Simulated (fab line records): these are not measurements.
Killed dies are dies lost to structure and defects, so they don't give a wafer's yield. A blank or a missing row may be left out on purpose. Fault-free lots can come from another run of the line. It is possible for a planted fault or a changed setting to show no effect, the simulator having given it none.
Chamber matching + flow nand harc + NHARC_A_CHANNEL_FILL_D2_ALD_25 on ald hk-03 has 4 sister chambers
The step deposits SiOx, target thk 60 nm, pulse time 10 s, ald cycles 600. 8 wafers are shown with their chamber, then 8 later ones without.

== EACH WAFER AND ITS CHAMBER ==
| wafer  | chamber | heater power w (W) | precursor pulse height rel |
|--------|---------|--------------------|----------------------------|
| L088.1 | 2       | 492                | 0.995                      |
| L088.3 | 3       | 431                | 0.991                      |
| L088.5 | 1       | 442                | 0.989                      |
| L088.6 | 0       | 453                | 1.012                      |
| L089.1 | 1       | 459                | 0.988                      |
| L089.2 | 2       | 510                | 0.984                      |
| L089.3 | 0       | 457                | 0.992                      |
| L089.4 | 3       | 413                | 1.034                      |

== WAFERS WHOSE CHAMBER IS MISSING ==
| wafer  | heater power w (W) | precursor pulse height rel |
|--------|--------------------|----------------------------|
| L089.5 | 522                | 0.976                      |
| L089.6 | 447                | 0.923                      |
| L091.1 | 507                | 1.030                      |
| L091.2 | 460                | 1.010                      |
| L091.3 | 431                | 0.993                      |
| L091.4 | 447                | 0.957                      |
| L091.5 | 511                | 0.974                      |
| L091.6 | 426                | 0.992                      |

== WHICH CHAMBER EACH ONE RAN IN ==
| wafer  | from the rows above          | in truth |
|--------|------------------------------|----------|
| L089.5 | 2                            | 2        |
| L089.6 | can't be placed: 1 or 0 or 3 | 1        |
| L091.1 | 2                            | 2        |
| L091.2 | can't be placed: 0 or 1      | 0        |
| L091.3 | can't be placed: 3 or 1 or 0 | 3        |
| L091.4 | can't be placed: 1 or 0      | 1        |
| L091.5 | 2                            | 2        |
| L091.6 | can't be placed: 3 or 1 or 0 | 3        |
3 of 8 placed correctly. Cannot be placed on the basis of these rows: 5; the candidates contain the true chamber in 5. Number placed wrongly: 0.
How it was worked out, from the rows above alone: a wafer's distance from a chamber is the root of the sum, over the readings, of the square of ((its reading less the chamber's mean) divided by the reading's scatter). If the next closest chamber is less than 2 further off than the closest, the wafer can't be placed; otherwise it belongs to the closest. For every chamber, the mean is computed from those of its wafers that are shown. The scatter: the root of (the sum of the squares of (reading less its chamber's mean) over the shown wafers, divided by (wafers less chambers)).
